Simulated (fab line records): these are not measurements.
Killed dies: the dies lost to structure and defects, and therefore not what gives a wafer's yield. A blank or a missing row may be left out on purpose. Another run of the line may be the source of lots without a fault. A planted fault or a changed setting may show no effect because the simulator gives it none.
Matching of chambers | flow n5Finfet | N5_BEOL_M1_STRIP_36 on rieDiel-02 has 4 sister chambers
The step strips in N2/H2. 8 wafers are shown with their chamber, then 10 later ones without.

== WAFERS, EACH WITH ITS CHAMBER ==
wafer  | chamber | showerheadPlenumPTorr (Torr) | drypumpMotorCurrentA (A)
L081.1 | 0       | 2.40                         | 5.6
L081.3 | 3       | 2.61                         | 5.6
L081.6 | 3       | 2.61                         | 5.5
L086.1 | 2       | 2.45                         | 5.9
L086.4 | 1       | 2.48                         | 6.4
L086.5 | 0       | 2.39                         | 5.6
L088.1 | 2       | 2.45                         | 5.9
L088.2 | 1       | 2.48                         | 6.4

== WAFERS WITH NO CHAMBER GIVEN ==
wafer  | showerheadPlenumPTorr (Torr) | drypumpMotorCurrentA (A)
L088.4 | 2.39                         | 5.6
L090.1 | 2.45                         | 5.9
L090.4 | 2.39                         | 5.6
L090.6 | 2.60                         | 5.5
L093.1 | 2.45                         | 5.9
L093.4 | 2.39                         | 5.6
L093.5 | 2.47                         | 6.4
L094.4 | 2.47                         | 6.4
L094.5 | 2.60                         | 5.5
L094.6 | 2.39                         | 5.6

== WHICH CHAMBER EACH WENT THROUGH ==
wafer  | from the rows above | in truth
L088.4 | 0                   | 0
L090.1 | 2                   | 2
L090.4 | 0                   | 0
L090.6 | 3                   | 3
L093.1 | 2                   | 2
L093.4 | 0                   | 0
L093.5 | 1                   | 1
L094.4 | 1                   | 1
L094.5 | 3                   | 3
L094.6 | 0                   | 0
10 of 10 placed correctly. Can't be placed from these rows: 0. Placed wrongly: 0.
How it was worked out, from the rows above alone: a wafer's distance from a chamber is the root of the sum, over the readings, of the square of ((its reading less the chamber's mean) divided by the reading's scatter). If the next closest chamber is less than 2 further off than the closest, the wafer can't be placed; otherwise it belongs to the closest. The mean given for a chamber averages the wafers shown for that chamber. How the scatter is found: for the shown wafers, subtract from each reading the mean of its chamber, square and add these, divide the total by (wafers less chambers), then take the root.
